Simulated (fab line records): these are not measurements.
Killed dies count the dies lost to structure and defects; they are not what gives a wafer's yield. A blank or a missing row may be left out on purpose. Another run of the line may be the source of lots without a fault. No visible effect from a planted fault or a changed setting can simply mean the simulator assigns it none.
Matching of chambers || flow n5_finfet || 3 sister chambers for N5_BEOL_M7_ILD_DEP_00 on pecvd-01
The step deposits SiCOH lowk from DEMS/porogen, target thk 179.75 nm, time 33.4 s. 6 wafers are shown with their chamber, then 7 later ones without.

== EACH WAFER AND ITS CHAMBER ==
{"wafer": "L082.6", "chamber": 2, "throttle_valve_pct (%)": 12.6, "heater_power_w (W)": 275}
{"wafer": "L083.2", "chamber": 0, "throttle_valve_pct (%)": 13.4, "heater_power_w (W)": 361}
{"wafer": "L083.4", "chamber": 2, "throttle_valve_pct (%)": 12.1, "heater_power_w (W)": 249}
{"wafer": "L083.5", "chamber": 1, "throttle_valve_pct (%)": 14.5, "heater_power_w (W)": 288}
{"wafer": "L088.2", "chamber": 1, "throttle_valve_pct (%)": 14.6, "heater_power_w (W)": 316}
{"wafer": "L088.3", "chamber": 0, "throttle_valve_pct (%)": 13.2, "heater_power_w (W)": 387}

== WAFERS WITHOUT THEIR CHAMBER ==
{"wafer": "L088.5", "throttle_valve_pct (%)": 12.5, "heater_power_w (W)": 244}
{"wafer": "L091.2", "throttle_valve_pct (%)": 13.1, "heater_power_w (W)": 379}
{"wafer": "L091.4", "throttle_valve_pct (%)": 14.6, "heater_power_w (W)": 272}
{"wafer": "L091.6", "throttle_valve_pct (%)": 12.5, "heater_power_w (W)": 263}
{"wafer": "L096.1", "throttle_valve_pct (%)": 12.5, "heater_power_w (W)": 286}
{"wafer": "L096.2", "throttle_valve_pct (%)": 14.8, "heater_power_w (W)": 300}
{"wafer": "L096.3", "throttle_valve_pct (%)": 13.2, "heater_power_w (W)": 345}

== THE CHAMBER EACH PASSED THROUGH ==
{"wafer": "L088.5", "from the rows above": 2, "in truth": 2}
{"wafer": "L091.2", "from the rows above": 0, "in truth": 0}
{"wafer": "L091.4", "from the rows above": 1, "in truth": 1}
{"wafer": "L091.6", "from the rows above": 2, "in truth": 2}
{"wafer": "L096.1", "from the rows above": 2, "in truth": 2}
{"wafer": "L096.2", "from the rows above": 1, "in truth": 1}
{"wafer": "L096.3", "from the rows above": 0, "in truth": 0}
Placed correctly: 7 of 7. From these rows, 0 cannot be placed. Placed wrongly: 0.
How it was worked out, from the rows above alone: a wafer's distance from a chamber is the root of the sum, over the readings, of the square of ((its reading less the chamber's mean) divided by the reading's scatter). The wafer belongs to the nearest chamber; if the next one is less than 2 further off, it can't be placed. Each chamber's mean is taken over the wafers shown for it. The scatter is the square root of a quotient: the sum, over the shown wafers, of each reading's squared deviation from its chamber's mean, divided by wafers minus chambers.
